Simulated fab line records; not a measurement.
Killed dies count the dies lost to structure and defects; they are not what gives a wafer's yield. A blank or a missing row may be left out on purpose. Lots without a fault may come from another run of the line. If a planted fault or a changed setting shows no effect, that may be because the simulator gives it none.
fab line records	flow n5-finfet
record: lots: 4	wafers: 12	last-day: 18
route steps=1938 shown MOL_CONTACT_COAG@558 BEOL_M4@1111 PASSIVATION@1936
lots untouched by any fault: they come from a run of this same line in which no faults occurred
start-h: start of the lot's first displayed wafer, in hours after the record's first day	wait-h: how many hours have passed since the lot's step before this one	" unchanged from the row above	L1.1+2: a single row standing in for several wafers	- no value, or no start given	* or withheld: withheld	< > ~ a bound
route shown NAME@n: a module of which the file shows steps, and the number in the route of the first	usual: mean/standard deviation taken from wafers without a fault	same: alike in all rows	chamber/n: place in a boat	sites: the reading at each site	_std_site: their standard deviation	_edge_site: the outer-site mean with the inner-site mean subtracted	radius-mm: for every site, how far away it sits from the centre of the wafer	mask NAME#n: copy n	behind: the tool/chamber that last shaped the wafer	hold: why the lot was held/for how many hours/how that ended	device: names the non-switching transistor (n, p or np)	end of line: the same wafers' tests at the end of the route	step lacking rows: just its recipe	killed: dies that structure and defects cost at the first sort, which is not the same as the wafer's yield	map: the dies of a wafer, with x for killed, . for not killed, _ for no die there
set.NAME: the run value of the setting; set.NAME@STEP: its run value at that earlier step	model.NAME: the simulator's own value behind a step, which no gauge read
a table for each step, a row for each wafer; lots at some steps of the route
services: when a tool's chamber went out of use (start-h, in hours from the record's first day, below 0 if earlier), for how many hours, and the reason
== steps ==
step: N5_MOL_CONTACT_COAG_WET_ETCH_116
recipe: chemistry: SC1-inhibited	target-depth-nm: 4.6	dry: ipa-marangoni	rinse-time-s: 30	rinse-temp-c: 23
step: N5_MOL_CONTACT_COAG_ALD_27
recipe: material: SiOC	target-thk-a: 170	temp-c: 400	ald-precursor-family: carbosiloxane	ald-co-reactant: H2-plasma	pulse-time-s: 1.5	time-s: 2720	purge-time-s: 2	co-reactant-purge-time-s: 2	ald-cycles: 340	pressure-torr: 2
step: N5_MOL_CONTACT_COAG_CMP_28
recipe: stop-on: SiNx	t-overpolish-s: 0.85	post-cmp-clean: alkaline-brush	down-force-psi: 4.15	platen-rpm: 51.8	pad-velocity-m-s: 1.0307	target-thk-nm: 14.522
step: N5_MOL_CONTACT_COAG_ALD_123
recipe: material: SiNx	target-thk-a: 50	temp-c: 400	ald-precursor-family: SiH2I2	ald-co-reactant: N2/H2-plasma	pulse-time-s: 1	purge-time-s: 2	co-reactant-purge-time-s: 2	ald-cycles: 100	pressure-torr: 2
step: N5_MOL_CONTACT_COAG_PECVD_31
recipe: material: SiO2	target-thk-a: 460	temp-c: 400	precursor: TEOS/O2	pressure-torr: 6.5	rf-w: withheld	teos-flow-sccm: withheld	gas: O2	flow-sccm: 2650	time-s: 8.9
step: N5_MOL_CONTACT_COAG_COAT_75
recipe: resist: SOC	temp-c: 250	time-s: 60	spin-rpm: 1500	resist-thk-nm: 60
step: N5_MOL_CONTACT_COAG_COAT_76
recipe: resist: SiARC	temp-c: 220	time-s: 60	spin-rpm: 1500	resist-thk-nm: 10
step: N5_MOL_CONTACT_COAG_COAT_77
recipe: resist: underlayer	temp-c: 205	time-s: 60	spin-rpm: 1500	resist-thk-nm: 10
step: N5_MOL_CONTACT_COAG_COAT_78
recipe: resist: CAR-EUV	spin-rpm: 1500	resist-thk-nm: 40
step: N5_MOL_CONTACT_COAG_EBR_80
recipe: solvent: PGMEA	ebr-width-mm: 1.5
step: N5_MOL_CONTACT_COAG_SOFTBAKE_79
recipe: temp-c: 110	time-s: 60	resist: CAR-EUV
step: N5_MOL_CONTACT_COAG_EXPOSE_81
recipe: mask-id: VG	na: 0.33	source-shape: annular	sigma-inner: 0.3	sigma-outer: 0.7	polarization: unpolarized	defocus-nm: 0	dose-mj: 59.5
usual: exposure-dose-mJ-cm2: 59.39/0.091
same: sigma-inner: 0.3
lot.wafer	tool	chamber	start-h	wait-h	mask	exposure-dose-mJ-cm2
L218.2	euv-scanner-02	0	119.49	-	VG#0	59.44
L218.3	"	0	"	"	VG#0	59.49
L218.4	"	0	"	"	VG#0	59.58
L221.4	euv-scanner-01	0	135.34	-	VG#0	59.32
L221.5	"	0	"	"	VG#0	59.25
L221.6	"	0	"	"	VG#0	59.31
L232.3	euv-scanner-02	0	193.66	-	VG#0	51.59
L232.5	"	0	"	"	VG#0	51.62
L232.6	"	0	"	"	VG#0	51.64
L235.2	euv-scanner-02	0	217.31	-	VG#0	53.18
L235.4	"	0	"	"	VG#0	53.14
L235.6	"	0	"	"	VG#0	53.14
step: N5_MOL_CONTACT_COAG_PEB_82
recipe: peb-temp-c: 100	peb-time-s: 60	resist: CAR-EUV
step: N5_MOL_CONTACT_COAG_DEVELOP_83
recipe: develop-time-s: 30	developer: TMAH	resist: CAR-EUV	rinse-liquid: surfactant-rinse	dry: air-spin	dev-temp-c: 23
step: N5_MOL_CONTACT_COAG_CD_MEAS_84
recipe: target-cd-nm: 25.1	landing-energy-ev: 500	detector: se-inlens	polarity: opening
usual: cd-nm: 25.12/0.3
lot.wafer	tool	chamber	start-h	wait-h	cd-nm
L218.2	cd-sem-01	0	119.63	-	24.78
L218.3	"	0	"	"	25.19
L218.4	"	0	"	"	24.95
L221.4	cd-sem-03	0	135.46	-	24.98
L221.5	"	0	"	"	25.73
L221.6	"	0	"	"	25.06
L232.3	cd-sem-02	0	193.78	-	21.49
L232.5	"	0	"	"	22.51
L232.6	"	0	"	"	21.84
L235.2	cd-sem-01	0	217.45	-	23.12
L235.4	"	0	"	"	22.51
L235.6	"	0	"	"	23.11
step: N5_MOL_CONTACT_COAG_DESCUM_88
recipe: chemistry: O2	time-s: 7	source-power-w: 50	bias-power-w: 20	pressure-mtorr: 20	rf-frequency-hz: 2.712e+07	temp-c: 40	resist: CAR-EUV	o2-flow-sccm: 225
step: N5_MOL_CONTACT_COAG_ETCH_89
recipe: chemistry: N2/H2	target: underlayer	target-depth-a: 130	mask-material: CAR-EUV	time-s: 10.4	ion-energy-ev: 200	pressure-mtorr: 30	source-w: 840	bias-w: 150	n2-flow-sccm: 200	h2-flow-sccm: 200	ends: cleared
step: N5_MOL_CONTACT_COAG_ETCH_90
recipe: chemistry: CF4	target: SiARC	target-depth-a: 130	mask-material: CAR-EUV	time-s: 21.7	ion-energy-ev: 80	pressure-mtorr: 40	source-w: 545	bias-w: 36	Ar_flow_sccm: 100	cf4-flow-sccm: 100	ends: cleared
step: N5_MOL_CONTACT_COAG_ALD_131
recipe: material: SiO2	target-thk-a: 50	temp-c: 100	ald-precursor-family: BDEAS	ald-co-reactant: O2-plasma	pulse-time-s: 1	co-reactant-pulse-time-s: 1	purge-time-s: 2	co-reactant-purge-time-s: 2	ald-cycles: 35	pressure-torr: 2
step: N5_MOL_CONTACT_COAG_ETCHBACK_132
recipe: chemistry: CHF3	target: SiO2	target-depth-a: 100	time-s: 6.7	ion-energy-ev: 200	pressure-mtorr: 30	source-w: 610	bias-w: 170	Ar_flow_sccm: 200	CHF3_flow_sccm: 50
step: N5_MOL_CONTACT_COAG_ETCH_91
recipe: chemistry: N2/H2	target: SOC	target-depth-a: 600	overetch-a: 210	mask-material: SiARC	temp-c: 40	time-s: 101.2	ion-energy-ev: 200	pressure-mtorr: 30	source-w: 840	bias-w: 150	n2-flow-sccm: 200	h2-flow-sccm: 200
step: N5_MOL_CONTACT_COAG_STRIP_92
recipe: chemistry: N2/H2	temp-c: 40	n2-flow-sccm: 200	h2-flow-sccm: 200	rf-frequency-hz: 6e+07
step: N5_MOL_CONTACT_COAG_STRIP_93
recipe: chemistry: N2/H2	temp-c: 40	n2-flow-sccm: 200	h2-flow-sccm: 200	rf-frequency-hz: 6e+07
step: N5_MOL_CONTACT_COAG_ETCHBACK_135
recipe: chemistry: CHF3	target: SiO2	target-depth-a: 250	time-s: 16.7	ion-energy-ev: 200	pressure-mtorr: 30	source-w: 610	bias-w: 170	Ar_flow_sccm: 200	CHF3_flow_sccm: 50
step: N5_MOL_CONTACT_COAG_STRIP_118
recipe: chemistry: CHF3	resist: SiARC	rf-frequency-hz: 6e+07
step: N5_MOL_CONTACT_COAG_VIA_ETCH_46
recipe: chemistry: C4F6/O2	target-depth-a: 460	overetch-a: 92	mask-material: SOC	target: SiO2	bias-w: 455	pressure-mtorr: 10	time-s: 40	source-w: 325	Ar_flow_sccm: 300	C4F6_flow_sccm: 10	O2_flow_sccm: 10	ion-energy-ev: 575.3	ends: end-point
step: N5_MOL_CONTACT_COAG_STRIP_96
recipe: chemistry: N2/H2	power-w: 500	temp-c: 40	pressure-mtorr: 50	rf-frequency-hz: 6e+07	overash-fraction: 0.3	bias-power-w: 28	h2-frac: 0.5	n2-flow-sccm: 300	h2-flow-sccm: 300
step: N5_MOL_CONTACT_COAG_ETCH_47
recipe: chemistry: CH3F/O2	target: SiNx	target-depth-a: 270	mask-material: SiO2	stop-on: W	over-etch-frac: 0.2	ion-energy-ev: 120	endpoint: OES-CN	pressure-mtorr: 30	source-w: 395	bias-w: 73	Ar_flow_sccm: 150	CH3F_flow_sccm: 30	O2_flow_sccm: 20	ends: end-point
step: N5_MOL_CONTACT_COAG_STRIP_119
recipe: chemistry: N2/H2	time-s: 30	power-w: 1000	temp-c: 250	pressure-mtorr: withheld	n2-flow-sccm: 1750	h2-flow-sccm: 3250
step: N5_MOL_CONTACT_COAG_PRECLEAN_144
recipe: chemistry: alkaline-clean	temp-c: 60	time-s: 60	do-ppb: 50
step: N5_MOL_CONTACT_COAG_SRD_145
recipe: dry: ipa-marangoni	time-s: 30	temp-c: 23	rinse-liquid: diw
step: N5_MOL_CONTACT_COAG_CD_MEAS_137
recipe: target-cd-nm: 16
usual: cd-nm: 15.9/0.43
lot.wafer	tool	chamber	start-h	wait-h	cd-nm
L218.2	cd-sem-01	-	121.06	0.0	14.9
L218.3	"	-	"	"	15.9
L218.4	"	-	"	"	15.1
L221.4	cd-sem-03	-	136.73	0.0	15.5
L221.5	"	-	"	"	16.4
L221.6	"	-	"	"	16.1
L232.3	cd-sem-01	-	194.71	0.0	13.2
L232.5	"	-	"	"	13.3
L232.6	"	-	"	"	13.2
L235.2	cd-sem-01	-	218.67	0.0	13.6
L235.4	"	-	"	"	13.1
L235.6	"	-	"	"	13.4
step: N5_MOL_CONTACT_COAG_COAT_62
recipe: resist: SOC	temp-c: 250	time-s: 60	spin-rpm: 1500	resist-thk-nm: 60
step: N5_BEOL_M4_RC_MEAS_101
usual: DIBL_N: 36.4/2.2	DIBL_P: 36.3/2.5	IOFF_N: 0.17/0.052	IOFF_P: 0.23/0.049	ION_N: 674/17	ION_P: 464/11	SS_N: 71.7/0.98	SS_P: 73.3/0.84	VT_N: 250/4	VT_P: -249/3.8
lot.wafer	tool	chamber	start-h	wait-h	DIBL_N[mV/V]	DIBL_P[mV/V]	IOFF_N[nA/um]	IOFF_P[nA/um]	ION_N[uA/um]	ION_P[uA/um]	SS_N[mV/dec]	SS_P[mV/dec]	VT_N[mV]	VT_P[mV]
L218.2	prober-02	0	239.26	0.2	34.5	34.2	0.13	0.23	663	465	70.9	72.4	255	-247
L218.3	"	0	"	"	34.0	33.9	0.13	0.22	672	474	71.0	72.7	252	-245
L218.4	"	0	"	"	36.7	36.8	0.16	0.26	677	474	72.3	73.2	250	-245
L221.4	prober-01	0	257.26	0.5	40.3	39.7	0.26	0.33	699	481	72.8	74.5	240	-241
L221.5	"	0	"	"	36.3	34.7	0.15	0.22	680	467	71.4	73.6	251	-247
L221.6	"	0	"	"	33.4	32.1	0.11	0.19	649	457	71.4	72.6	256	-249
step: N5_PASSIVATION_PROBE_49
usual: defect-limited-yield: 91.2/1.4	killed_at_M0_to_M3: 34/9.3	killed_at_M4_up: 14/5.9	killed-at-contacts: 14/5.7	killed-at-front-end: 38/10	killed-at-other: 4/3.2	killed-dies: 104/17	killed-on-rim: 14/4	killed-open: 67/13	killed-short: 33/6.9	sort_bin_5_function: 5.2/1	sort_bin_6_memory: 3.3/0.61	sort-n-pass: 1069/52	sort-yield-pct: 91/4.4
same: gross-dies: 1180	killed-at-back-side: 0	sort_bin_4_leakage[%]: 0	sort_bin_8_speed[%]: 0
lot.wafer	tool	chamber	start-h	wait-h	defect-limited-yield[%]	killed_at_M0_to_M3	killed_at_M4_up	killed-at-contacts	killed-at-front-end	killed-at-other	killed-dies	killed-on-rim	killed-open	killed-short	sort_bin_5_function[%]	sort_bin_6_memory[%]	sort-n-pass	sort-yield-pct[%]
L221.4	prober-01	-	363.36	0.2	89.5	44	16	13	45	6	124	20	83	29	5.9	3.9	1056	89
L221.5	prober-01	-	363.41	0.2	91.6	32	13	18	36	0	99	13	66	24	4.6	3.7	1081	92
L221.6	prober-01	-	363.46	0.3	88.7	33	30	21	43	6	133	19	93	32	7.0	4.1	1047	89
L235.2	prober-02	-	417.83	0.1	24.1	31	17	792	53	3	896	123	82	31	52.3	16.9	284	24
L235.4	prober-02	-	417.93	0.2	27.1	17	14	783	41	5	860	105	56	35	47.4	18.4	320	27
L235.6	prober-02	-	418.03	0.3	23.3	29	16	811	48	1	905	122	77	41	49.5	21.2	275	23
L232.3	prober-02	-	428.46	0.1	0.6	38	2	1058	69	6	1173	151	83	40	72.1	7.3	7	1
L232.5	prober-02	-	428.56	0.2	0.8	31	7	1065	64	4	1171	151	75	37	71.9	7.3	9	1
L232.6	prober-02	-	428.61	0.3	0.6	37	15	1062	57	2	1173	150	68	52	70.4	6.6	6	1
killed by level:class
L221.4 BEOL_M2:geometric-particle:open=15 BEOL_M3:geometric-particle:open=11 MOL_CONTACT_COAG:geometric-particle:open=10 FIN_SAQP:geometric-particle:open=8 BEOL_M4:geometric-particle:open=8 STI_FIN_REVEAL:geometric-particle:open=7 FIN_SAQP:geometric-particle:short=5 BEOL_M1:geometric-particle:open=5
L221.5 MOL_CONTACT_COAG:geometric-particle:open=11 BEOL_M2:geometric-particle:open=11 FIN_SAQP:geometric-particle:open=8 BEOL_M0_SAQP:geometric-particle:open=6 STI_FIN_REVEAL:geometric-particle:open=5 STARTING-WAFER:geometric-particle:open=5 FIN_SAQP:geometric-particle:short=4 GATE_CUT:geometric-particle:short=4
L221.6 MOL_CONTACT_COAG:geometric-particle:open=16 BEOL_M4:geometric-particle:open=16 FIN_SAQP:geometric-particle:open=9 STI_FIN_REVEAL:geometric-particle:open=9 BEOL_M0_SAQP:geometric-particle:open=9 BEOL_M2:geometric-particle:open=6 BEOL_M3:geometric-particle:short=6 GATE_CUT:geometric-particle:short=4
L235.2 MOL_CONTACT_COAG:area-expose=780 DUMMY_GATE:geometric-particle:open=12 MOL_CONTACT_COAG:geometric-particle:open=11 BEOL_M4:geometric-particle:open=11 BEOL_M3:geometric-particle:open=9 STI_FIN_REVEAL:geometric-particle:open=8 GATE_CUT:geometric-particle:short=8 BEOL_M0_SAQP:geometric-particle:open=6
L235.4 MOL_CONTACT_COAG:area-expose=766 MOL_CONTACT_COAG:geometric-particle:open=14 FIN_SAQP:geometric-particle:short=9 GATE_CUT:geometric-particle:short=6 BEOL_M4:geometric-particle:open=6 GATE_CUT:geometric-particle:open=5 BEOL_M1:geometric-particle:open=5 FIN_SAQP:geometric-particle:open=4
L235.6 MOL_CONTACT_COAG:area-expose=785 MOL_CONTACT_COAG:geometric-particle:open=18 GATE_CUT:geometric-particle:short=11 BEOL_M4:geometric-particle:open=10 FIN_SAQP:geometric-particle:short=8 FIN_SAQP:geometric-particle:open=7 GATE_CUT:geometric-particle:open=7 MOL_CONTACT_COAG:geometric-particle:short=7
L232.3 MOL_CONTACT_COAG:area-expose=1049 STI_FIN_REVEAL:geometric-particle:open=26 BEOL_M0_SAQP:geometric-particle:short=12 BEOL_M0_SAQP:geometric-particle:open=10 FIN_SAQP:geometric-particle:open=8 BEOL_M2:geometric-particle:open=8 MOL_CONTACT_COAG:geometric-particle:open=7 GATE_CUT:geometric-particle:open=5
L232.5 MOL_CONTACT_COAG:area-expose=1057 STI_FIN_REVEAL:geometric-particle:open=19 FIN_SAQP:geometric-particle:short=9 STI_FIN_REVEAL:geometric-particle:short=8 BEOL_M1:geometric-particle:open=8 BEOL_M2:geometric-particle:open=8 FIN_SAQP:geometric-particle:open=6 MOL_CONTACT_COAG:geometric-particle:open=5
L232.6 MOL_CONTACT_COAG:area-expose=1050 STI_FIN_REVEAL:geometric-particle:open=21 BEOL_M0_SAQP:geometric-particle:short=13 FIN_SAQP:geometric-particle:short=12 GATE_CUT:geometric-particle:short=11 BEOL_M0_SAQP:geometric-particle:open=9 MOL_CONTACT_COAG:geometric-particle:open=8 FIN_SAQP:geometric-particle:open=6
map L232.3 (x killed, . not)
_________________xxxxxxxxxxxx________________
______________xxxxxxxxxxxxxxxxxx_____________
___________xxxxxxxxxxxxxxxxxxxxxxxx__________
__________xxxxxxxxxxxxxxxxxxxxxxxxxx_________
________xxxxxxxxxxxxxxxxxxxxxxxxxxxxxx_______
_______xxxxxxxxxxxxxxxxxxxxxxxxxxxxxxxx______
______xxxxxxxxxxxxxxxxxxxxxxxxxxxxxxxxxx_____
_____xxxxxxxxxxxxxxxxxxxxxxxxxxxxxxxxxxxx____
____xxxxxxxxxxxxxxxxxxxxxxxxxxxxxxxxxxxxxx___
___xxxxxxxxxxxxxxxxxxxxxxxxxxxxxxxxxxxxxxxx__
___xxxxxxxxxxxxxxxxxxxxxx.xxxxx.xxxxxxxxxxx__
__xxxxxxxxxxxxxxxxxxxxxxxxxxxxxxxxxxxxxxxxxx_
__xxxxxxxxxxxxxxxxxxxxxxxxxxxxxxxxxxxxxxxxxx_
_xxxxxxxxxxxxxxxxxxxxxxxxxxxxxxxxxxxxxxxxxxxx
_xxxxxxxxxxxxxxxxxxxxxxxxxx.xxxxxxxxxxxxxxxxx
_xxxxxxxxxxxxxxxxxxxxxxxxxxxxxxxxxxxxxxxxxxxx
_xxxxxxxxxxxxxxxxxxxxxxxxxxxxxxxxxxxxxxxxxxxx
_xxxxxxxxxxxxxxxxxxxxxxxxxxxxxxxxxxxxxxxxxxxx
_xxxxxxxxxxxxxxxxxxxxxxxxxxxxxxxxxxxxxxxxxxxx
_xxxxxxxxxxxxxxxxxxxxxxxxxxxxxxxxxxxxxxxxxxxx
_xxxxxxxxxxxxxxxxxxxxxxxxxxxxxxxxxxxxxxxxxxxx
__xxxxxxxxxxxxxxxxxxxxx.xxxxxxxxxxxxxxxxxxxx_
__xxxxxxxxxxxxxxxxxxxxxxxxxxxxxxxxxxxxxxxxxx_
___xxxxxxxxxxxxxxxxxxxxxxxxxxxxxxxxxxxxxxxx__
___xxxxxxxxxxxxxxxxxxxxxxxxxxxxxxxxxxxxxxxx__
____xxxxxxxxxxxxxxxxxxxxxxxxxxxxxxxxxxxxxx___
_____xxxxxxxxxxxxxxxxxxxxxxxxxxxxxxxxxxxx____
______xxxxxxxxxxxxx.xxxxxxxxxxxxxxxxxxxx_____
_______xxxxxxxxxxxxxxxxxxxxxxxxxxxxxx.x______
________xxxxxxxxxxxxxxxxxxx.xxxxxxxxxx_______
__________xxxxxxxxxxxxxxxxxxxxxxxxxx_________
___________xxxxxxxxxxxxxxxxxxxxxxxx__________
______________xxxxxxxxxxxxxxxxxx_____________
_________________xxxxxxxxxxxx________________
map L235.6 (x killed, . not)
_________________xxxx.x.xxx.x________________
______________.xxxx.x.xx.xx.xxxx_____________
___________xxxxxxxxx..xxx.xxxxxxxxx__________
__________xxxxx.x..xxx.x..x..xxxxx.x_________
________.xxx.xx.xxx.x..x.xxxx..xxxx.xx_______
_______xxxxxxxxxxx.xxxxxx..xxx..xxxx.xx______
______x..xxxx.xxxx.xxx.x.xx.xxxxx.xxxxxx_____
_____x.xxxxxxx.x.xx.xx.x.xx.xxxxxx.xxxxxx____
____xxxxx.x.xx.xx.xxxxx.x.xxx..xxxxxxxxxxx___
___xxx.xxxxxxxxxxxxxxxxxxxx.x.xx.xxxxx.xxxx__
___xxx.xxxxxxx.xxxxxxx.xxxxxxxx.x.xxxxxxx.x__
__xxxx..xxxx.x.xxx...xxxxxxxxxx.xxxxxx.xxx.x_
__.xx..xxx..xxx..x.xx.xxx..xx..xxxx.xx.xxxxx_
_xx.xx.xxxxxxxx.xxxxx.xx.xx...x.xxxxxxxx.xxxx
_xxx...x.xx.xxxx.x.x..x..xxxxxx.xxxxxxxxxxxxx
_xxxxxxxxx.xxxx.xxxxxxxx.x.x.xx.xxxxxxxx.x.xx
_x.xxxxxxx.xx.xxxxxx.xxx.xxx.xxxxxxxxxxx.x.x.
_xxx.x...xxxxxx.xxxxxxxxxxx.x.xxxxxxxxxxxxx.x
_x..xxxxxx..xxxxxx.xxx.xxx.xxxxxxxx.x.xx.xxxx
_xx.xxxxxxxxxxxxxxxxxx.x.xx..xxxx.xxx.xxxx.xx
_x.xxx..xxxxx.xxxx.xxxxx.xxxxxxxxxxxxxxxxx.xx
__xx....xxxxx.xxxxx.xxxxx.xxx.xxxxx.xxxxxx.x_
__.xxx.xxxxxxxx.xx.x.xxx.xxxxxx..xxxxxxxxxxx_
___.xx..xx.xx.x.xxxx.xx.x..xxxx.xxxx.....xx__
___.xx.xxxxxxxxxxxxxxxx..x..xxxx..x..x.xxxx__
____xxxxxxxxxxxxxx..xx.xxxxxx.xxxxxx..xxxx___
_____xx..xx.x.xx..xxxx.xxxxx.xxxxxxxxxxx.____
______.xxx..xxxxxx.x.xxxxxxxx.xxx.x.xx.x_____
_______xxxxxx.xxxxx..xxx.xxxxx.xxx..xxx______
________xx.x.xxx..xxxxxxx.x..xx.xx.xxx_______
__________.x.xxxxxxxxx..x.x..xxxx.xx_________
___________x.xxxx.xxxxx..xxxxx.xxx.__________
______________xx.xxxxx.xxxxxxx.x_____________
_________________.x....xxxxxx________________
== services ==
tool	chamber	start-h	hours	kind
euv-scanner-02	-	98.13	1.0	pm
euv-scanner-01	0	100.43	-	calibration
euv-scanner-01	-	132.17	1.0	pm
euv-scanner-02	0	149.18	-	calibration
euv-scanner-02	-	154.28	1.0	pm
euv-scanner-02	-	160.10	0.6	repair
euv-scanner-01	-	185.95	4.6	pm
euv-scanner-02	-	210.43	1.0	pm
euv-scanner-01	-	215.95	1.4	repair
== key ==
first-sign: step: N5_MOL_CONTACT_COAG_EXPOSE_81	reading: exposure-dose-mJ-cm2	direction: down	sigmas: 77	usual: 59.39	struck: 52.39
effect: step: N5_MOL_CONTACT_COAG_CD_MEAS_84	reading: cd-nm	direction: down	sigmas: 9.1	usual: 25.12	struck: 22.43	through: control-loop
effect: step: N5_MOL_CONTACT_COAG_CD_MEAS_137	reading: cd-nm	direction: down	sigmas: 6.1	usual: 15.9	struck: 13.3	through: control-loop
effect: step: N5_PASSIVATION_PROBE_49	reading: killed-at-contacts	direction: up	sigmas: 99+	usual: 14	struck: 928
more-kills-born-at: N5_MOL_CONTACT_COAG_EXPOSE_81@euv-scanner-02: 5487
met-at N5_MOL_CONTACT_COAG_EXPOSE_81
struck-wafers L232.3,L232.5,L232.6,L235.2,L235.4,L235.6
later-rows-left-out L232.3,L232.5,L232.6,L235.2,L235.4,L235.6
loop-trim: step: N5_MOL_CONTACT_COAG_EXPOSE_81	setting: dose	lots: L235
onset-between 119.49 193.66
fault: kind: process-parameter-drift	tool: euv-scanner-02	chamber: -	onset-h: 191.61	steps: N5_MOL_CONTACT_COAG_EXPOSE_81	channel: dose-mj	offset: -7.8592	shape: step	acts-in: these-recipes-only	stated: 59.5
later-rows-left-out: the simulator's readings of these wafers behind a module that went badly wrong aren't trusted and aren't shown, but for the sort
loop-trim: a control loop set the setting to another value than it would have without faults
